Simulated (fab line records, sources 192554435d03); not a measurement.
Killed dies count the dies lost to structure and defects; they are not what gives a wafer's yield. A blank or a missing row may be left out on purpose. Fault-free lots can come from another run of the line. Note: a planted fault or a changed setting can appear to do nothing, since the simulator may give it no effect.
Which of the tools did it? ; flow n5Finfet ; 24 lots with 72 wafers sampled at 4 steps, on a route of 1938 steps

## WHAT THE GAUGES SHOWED, per wafer
N5_BEOL_M2_OVL_MEAS_29.
lot;measured;on;V1_OVL (nm)
L074;day 6 10:27;overlay-02;0.8 0.4 1.1
L075;day 7 01:52;overlay-01;0.5 0.4 1.4
L077;day 7 03:46;overlay-01;-0.5 0.0 -0.3
L076;day 7 15:54;overlay-02;0.8 1.8 0.2
L078;day 7 17:14;overlay-01;-0.2 1.1 -0.6
L079;day 7 20:08;overlay-02;1.3 0.8 1.2
L080;day 7 23:04;overlay-01;-0.1 0.3 0.2
L081;day 9 01:20;overlay-01;0.9 0.3 2.2
L084;day 9 04:31;overlay-02;1.9 0.6 1.2
L083;day 9 10:06;overlay-01;-0.6 0.4 -1.0
L082;day 9 14:17;overlay-02;-0.2 1.6 -0.4
L085;day 9 17:32;overlay-02;0.6 0.9 0.3
L086;day 10 00:36;overlay-02;-0.6 0.3 -0.7
L087;day 10 03:16;overlay-01;2.4 -0.1 1.7
L088;day 10 09:44;overlay-01;0.1 0.9 0.3
L089;day 10 11:23;overlay-01;0.8 1.1 0.9
L090;day 10 22:44;overlay-02;-0.4 -0.7 0.0
L092;day 11 08:53;overlay-02;0.4 -0.9 1.0
L091;day 11 13:55;overlay-02;0.6 0.3 1.8
L093;day 11 14:37;overlay-02;1.9 0.4 1.6
L094;day 11 19:56;overlay-01;-1.5 1.0 0.8
L095;day 12 07:58;overlay-01;-0.6 -0.7 0.0
L096;day 12 10:24;overlay-01;1.0 -0.2 0.3
L097;day 12 11:31;overlay-01;0.7 -0.3 -0.6

N5_BEOL_M2_INSPECT_30: inspects for defects (brightfield).
lot;measured;on;rawDefectCount
L074;day 6 10:31;defectInspect-01;584 545 485
L075;day 7 01:55;defectInspect-01;242 441 245
L077;day 7 03:49;defectInspect-02;331 366 244
L076;day 7 15:58;defectInspect-01;426 431 366
L078;day 7 17:17;defectInspect-01;477 507 334
L079;day 7 20:11;defectInspect-01;381 329 376
L080;day 7 23:08;defectInspect-01;283 343 325
L081;day 9 01:23;defectInspect-01;614 431 589
L084;day 9 04:34;defectInspect-01;380 352 357
L083;day 9 10:10;defectInspect-02;371 480 423
L082;day 9 14:20;defectInspect-01;390 506 375
L085;day 9 17:36;defectInspect-02;318 289 264
L086;day 10 00:39;defectInspect-02;489 285 402
L087;day 10 03:19;defectInspect-02;350 457 386
L088;day 10 09:47;defectInspect-02;417 426 378
L089;day 10 11:27;defectInspect-01;316 284 389
L090;day 10 22:47;defectInspect-01;581 477 379
L092;day 11 08:56;defectInspect-02;368 394 353
L091;day 11 13:59;defectInspect-01;408 331 324
L093;day 11 14:40;defectInspect-01;446 362 335
L094;day 11 19:59;defectInspect-01;441 533 613
L095;day 12 08:01;defectInspect-01;361 302 297
L096;day 12 10:28;defectInspect-01;499 469 481
L097;day 12 11:35;defectInspect-01;681 462 520

## EACH LOT AND THE TOOL THAT RAN IT (in order: tool; ch and the chambers of the sampled wafers; start)
lot;N5_BEOL_M1_ANNEAL_95;N5_BEOL_M2_ILD_DEP_00
L074;pvdSputter-01, day 6 06:45;pecvd-01 ch 0,2, day 6 08:17
L075;pvdSputter-02, day 6 22:11;pecvd-04 ch 1,2, day 7 00:04
L077;pvdSputter-02, day 7 00:45;pecvd-04 ch 1,2, day 7 02:00
L076;pvdSputter-03, day 7 12:16;pecvd-02 ch 0,2, day 7 13:31
L078;pvdSputter-03, day 7 14:16;pecvd-02 ch 0,1,2, day 7 15:33
L079;pvdSputter-03, day 7 16:52;pecvd-04 ch 1,2, day 7 18:07
L080;pvdSputter-02, day 7 17:50;pecvd-04 ch 0,1, day 7 19:14
L081;pvdSputter-03, day 8 21:59;pecvd-02 ch 0,1,2, day 8 23:14
L084;pvdSputter-02, day 9 01:41;pecvd-02 ch 0,2, day 9 02:56
L083;pvdSputter-02, day 9 06:41;pecvd-01 ch 0,1,2, day 9 07:56
L082;pvdSputter-01, day 9 10:57;pecvd-04 ch 0,1, day 9 12:13
L085;pvdSputter-01, day 9 14:32;pecvd-01 ch 0,1,2, day 9 15:47
L086;pvdSputter-02, day 9 18:34;pecvd-01 ch 0,1,2, day 9 19:53
L087;pvdSputter-02, day 9 22:15;pecvd-01 ch 0,2, day 9 23:38
L088;pvdSputter-03, day 10 04:33;pecvd-01 ch 0,2, day 10 05:48
L089;pvdSputter-03, day 10 08:23;pecvd-02 ch 0,1,2, day 10 09:41
L090;pvdSputter-02, day 10 19:36;pecvd-01 ch 1,2, day 10 20:51
L092;pvdSputter-02, day 11 04:40;pecvd-02 ch 0,1,2, day 11 05:56
L091;pvdSputter-03, day 11 09:38;pecvd-02 ch 0,1, day 11 11:11
L093;pvdSputter-02, day 11 11:27;pecvd-04 ch 0,2, day 11 12:42
L094;pvdSputter-01, day 11 15:22;pecvd-02 ch 0,2, day 11 16:59
L095;pvdSputter-01, day 12 03:42;pecvd-02 ch 0,2, day 12 04:57
L096;pvdSputter-01, day 12 05:32;pecvd-01 ch 0,1, day 12 07:05
L097;pvdSputter-02, day 12 08:46;pecvd-01 ch 0,1,2, day 12 10:01
- N5_BEOL_M1_ANNEAL_95: time 240 s.
- N5_BEOL_M2_ILD_DEP_00: deposits SiOC from DEMS/O2, target thk 79 nm, time 15.3 s.

## AS READ BY THE TOOLS THEMSELVES (means over the sampled wafers that have a number; for cases with no such wafer, the mark the record gives instead)
N5_BEOL_M1_ANNEAL_95.
lot;tool;heaterPowerW (W);susceptor_temp_C_max
L074;pvdSputter-01;847;401.3
L075;pvdSputter-02;828;400.8
L077;pvdSputter-02;835;400.6
L076;pvdSputter-03;764;401.3
L078;pvdSputter-03;815;401.3
L079;pvdSputter-03;732;401.1
L080;pvdSputter-02;847;400.9
L081;pvdSputter-03;806;401.1
L084;pvdSputter-02;817;401.0
L083;pvdSputter-02;851;400.7
L082;pvdSputter-01;782;401.2
L085;pvdSputter-01;717;400.9
L086;pvdSputter-02;850;400.8
L087;pvdSputter-02;840;400.7
L088;pvdSputter-03;759;400.9
L089;pvdSputter-03;788;400.9
L090;pvdSputter-02;876;400.8
L092;pvdSputter-02;862;401.0
L091;pvdSputter-03;853;401.1
L093;pvdSputter-02;843;400.7
L094;pvdSputter-01;799;401.3
L095;pvdSputter-01;756;401.1
L096;pvdSputter-01;786;401.3
L097;pvdSputter-02;846;401.2

N5_BEOL_M2_ILD_DEP_00.
lot;tool;heaterPowerOuterW (W);heaterPowerW (W);showerheadPlenumPTorr (Torr);throttleValvePct (%)
L074;pecvd-01;174;339;5.696;11.9
L075;pecvd-04;226;381;5.690;12.7
L077;pecvd-04;221;404;5.702;12.8
L076;pecvd-02;205;418;5.680;12.0
L078;pecvd-02;238;470;5.692;11.9
L079;pecvd-04;237;406;5.696;12.8
L080;pecvd-04;269;433;5.680;12.2
L081;pecvd-02;223;442;5.689;12.0
L084;pecvd-02;253;470;5.683;11.9
L083;pecvd-01;200;363;5.693;11.8
L082;pecvd-04;272;442;5.691;12.3
L085;pecvd-01;200;362;5.703;11.9
L086;pecvd-01;212;371;5.691;12.0
L087;pecvd-01;206;378;5.693;12.0
L088;pecvd-01;181;346;5.705;11.9
L089;pecvd-02;257;485;5.688;11.9
L090;pecvd-01;221;376;5.712;11.9
L092;pecvd-02;255;495;5.697;11.9
L091;pecvd-02;212;433;5.685;12.4
L093;pecvd-04;243;455;5.693;11.4
L094;pecvd-02;217;424;5.693;11.6
L095;pecvd-02;253;478;5.682;12.1
L096;pecvd-01;205;355;5.697;12.0
L097;pecvd-01;194;351;5.702;12.0

## THE ANSWER, worked out from the rows above alone
Rule: usual is defined by the lots themselves. Put in order of their means at a reading, lots are off if they are a third of the lots or fewer, leave a main group of 4 or more, and stand apart from it by a gap of 3 or more times the standard deviation of the main group's means; of several such gaps the widest counts. A main group whose means are all the same, to the digits that the tables above print for the reading, isn't used. A lot without any number at a reading at which 4 lots or more have one is off too. The other lots that the step has rows for count as sound. The gauges are gone through in route order, then the tools' own readings, and for those a lot's mean is taken as printed above. The first step at which some lot is off is used, and at that step the reading that is off furthest; a lot without a number counts as furthest.
No lot is off at any reading shown: from this, nothing can be told.

## WHAT HAD BEEN PUT IN BY THE SIMULATOR
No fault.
